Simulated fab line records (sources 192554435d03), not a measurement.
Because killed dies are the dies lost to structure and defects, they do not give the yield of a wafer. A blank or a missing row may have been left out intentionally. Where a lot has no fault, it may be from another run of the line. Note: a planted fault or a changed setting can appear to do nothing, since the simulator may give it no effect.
Chamber matching || flow n5-finfet || 4 sister chambers for N5_BEOL_M4_STRIP_36 on rie-diel-04
The step strips in N2/H2. 18 wafers are shown with their chamber, then 9 later ones without.

## WAFERS WITH THEIR CHAMBER
{"wafer": "L077.3", "chamber": 1, "throttle-valve-pct (%)": 23.68, "showerhead-plenum-p-Torr (Torr)": 2.60, "oes-product-au (a.u.)": 0.72}
{"wafer": "L077.4", "chamber": 2, "throttle-valve-pct (%)": 23.31, "showerhead-plenum-p-Torr (Torr)": 2.47, "oes-product-au (a.u.)": 0.89}
{"wafer": "L077.6", "chamber": 0, "throttle-valve-pct (%)": 23.87, "showerhead-plenum-p-Torr (Torr)": 2.42, "oes-product-au (a.u.)": 0.70}
{"wafer": "L076.3", "chamber": 3, "throttle-valve-pct (%)": 23.55, "showerhead-plenum-p-Torr (Torr)": 2.42, "oes-product-au (a.u.)": 0.70}
{"wafer": "L076.4", "chamber": 2, "throttle-valve-pct (%)": 23.29, "showerhead-plenum-p-Torr (Torr)": 2.47, "oes-product-au (a.u.)": 0.88}
{"wafer": "L076.6", "chamber": 2, "throttle-valve-pct (%)": 23.30, "showerhead-plenum-p-Torr (Torr)": 2.47, "oes-product-au (a.u.)": 0.88}
{"wafer": "L080.1", "chamber": 2, "throttle-valve-pct (%)": 23.29, "showerhead-plenum-p-Torr (Torr)": 2.47, "oes-product-au (a.u.)": 0.86}
{"wafer": "L080.4", "chamber": 1, "throttle-valve-pct (%)": 23.69, "showerhead-plenum-p-Torr (Torr)": 2.60, "oes-product-au (a.u.)": 0.70}
{"wafer": "L080.6", "chamber": 1, "throttle-valve-pct (%)": 23.67, "showerhead-plenum-p-Torr (Torr)": 2.60, "oes-product-au (a.u.)": 0.70}
{"wafer": "L085.2", "chamber": 3, "throttle-valve-pct (%)": 23.53, "showerhead-plenum-p-Torr (Torr)": 2.41, "oes-product-au (a.u.)": 0.69}
{"wafer": "L085.4", "chamber": 1, "throttle-valve-pct (%)": 23.70, "showerhead-plenum-p-Torr (Torr)": 2.60, "oes-product-au (a.u.)": 0.70}
{"wafer": "L085.6", "chamber": 1, "throttle-valve-pct (%)": 23.69, "showerhead-plenum-p-Torr (Torr)": 2.60, "oes-product-au (a.u.)": 0.71}
{"wafer": "L086.1", "chamber": 2, "throttle-valve-pct (%)": 23.35, "showerhead-plenum-p-Torr (Torr)": 2.46, "oes-product-au (a.u.)": 0.86}
{"wafer": "L086.2", "chamber": 1, "throttle-valve-pct (%)": 23.71, "showerhead-plenum-p-Torr (Torr)": 2.59, "oes-product-au (a.u.)": 0.70}
{"wafer": "L086.4", "chamber": 3, "throttle-valve-pct (%)": 23.55, "showerhead-plenum-p-Torr (Torr)": 2.41, "oes-product-au (a.u.)": 0.70}
{"wafer": "L092.2", "chamber": 0, "throttle-valve-pct (%)": 23.91, "showerhead-plenum-p-Torr (Torr)": 2.40, "oes-product-au (a.u.)": 0.69}
{"wafer": "L092.5", "chamber": 3, "throttle-valve-pct (%)": 23.57, "showerhead-plenum-p-Torr (Torr)": 2.40, "oes-product-au (a.u.)": 0.68}
{"wafer": "L092.6", "chamber": 2, "throttle-valve-pct (%)": 23.33, "showerhead-plenum-p-Torr (Torr)": 2.45, "oes-product-au (a.u.)": 0.85}

SIGNATURES (means of the wafers above)
{"reading": "throttle-valve-pct", "chamber 0": 23.8900, "chamber 1": 23.6900, "chamber 2": 23.3117, "chamber 3": 23.5500, "scatter within a chamber": 0.0198}
{"reading": "showerhead-plenum-p-Torr", "chamber 0": 2.4100, "chamber 1": 2.5983, "chamber 2": 2.4650, "chamber 3": 2.4100, "scatter within a chamber": 0.00772}
{"reading": "oes-product-au", "chamber 0": 0.6950, "chamber 1": 0.7050, "chamber 2": 0.8700, "chamber 3": 0.6925, "scatter within a chamber": 0.0116}
Rule: distance of a wafer from a chamber = root of the sum over the readings of ((wafer's reading minus chamber's mean) / reading's scatter) squared. The wafer belongs to the nearest chamber; if the next one is less than 2 further off, it can't be placed. The scatter: take each reading less its chamber's mean, square it, sum over the shown wafers, divide by the number of wafers less the number of chambers, and take the root.

## WAFERS MISSING THEIR CHAMBER
{"wafer": "L095.2", "throttle-valve-pct (%)": 23.73, "showerhead-plenum-p-Torr (Torr)": 2.59, "oes-product-au (a.u.)": 0.69}
{"wafer": "L095.4", "throttle-valve-pct (%)": 23.59, "showerhead-plenum-p-Torr (Torr)": 2.40, "oes-product-au (a.u.)": 0.68}
{"wafer": "L095.5", "throttle-valve-pct (%)": 23.61, "showerhead-plenum-p-Torr (Torr)": 2.40, "oes-product-au (a.u.)": 0.68}
{"wafer": "L096.1", "throttle-valve-pct (%)": 23.35, "showerhead-plenum-p-Torr (Torr)": 2.45, "oes-product-au (a.u.)": 0.84}
{"wafer": "L096.2", "throttle-valve-pct (%)": 23.55, "showerhead-plenum-p-Torr (Torr)": 2.40, "oes-product-au (a.u.)": 0.68}
{"wafer": "L096.4", "throttle-valve-pct (%)": 23.56, "showerhead-plenum-p-Torr (Torr)": 2.40, "oes-product-au (a.u.)": 0.67}
{"wafer": "L097.4", "throttle-valve-pct (%)": 23.92, "showerhead-plenum-p-Torr (Torr)": 2.40, "oes-product-au (a.u.)": 0.66}
{"wafer": "L097.5", "throttle-valve-pct (%)": 23.55, "showerhead-plenum-p-Torr (Torr)": 2.59, "oes-product-au (a.u.)": 1.00}
{"wafer": "L097.6", "throttle-valve-pct (%)": 23.33, "showerhead-plenum-p-Torr (Torr)": 2.45, "oes-product-au (a.u.)": 0.83}

## THE CHAMBER EACH PASSED THROUGH
{"wafer": "L095.2", "from the rows above": 1, "in truth": 1}
{"wafer": "L095.4", "from the rows above": 3, "in truth": 3}
{"wafer": "L095.5", "from the rows above": 3, "in truth": 3}
{"wafer": "L096.1", "from the rows above": 2, "in truth": 2}
{"wafer": "L096.2", "from the rows above": 3, "in truth": 3}
{"wafer": "L096.4", "from the rows above": 3, "in truth": 3}
{"wafer": "L097.4", "from the rows above": 0, "in truth": 0}
{"wafer": "L097.5", "from the rows above": 2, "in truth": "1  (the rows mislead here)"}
{"wafer": "L097.6", "from the rows above": 2, "in truth": 2}
Correctly placed: 8 of 9. Can't be placed from these rows: 0. Number placed wrongly: 1.
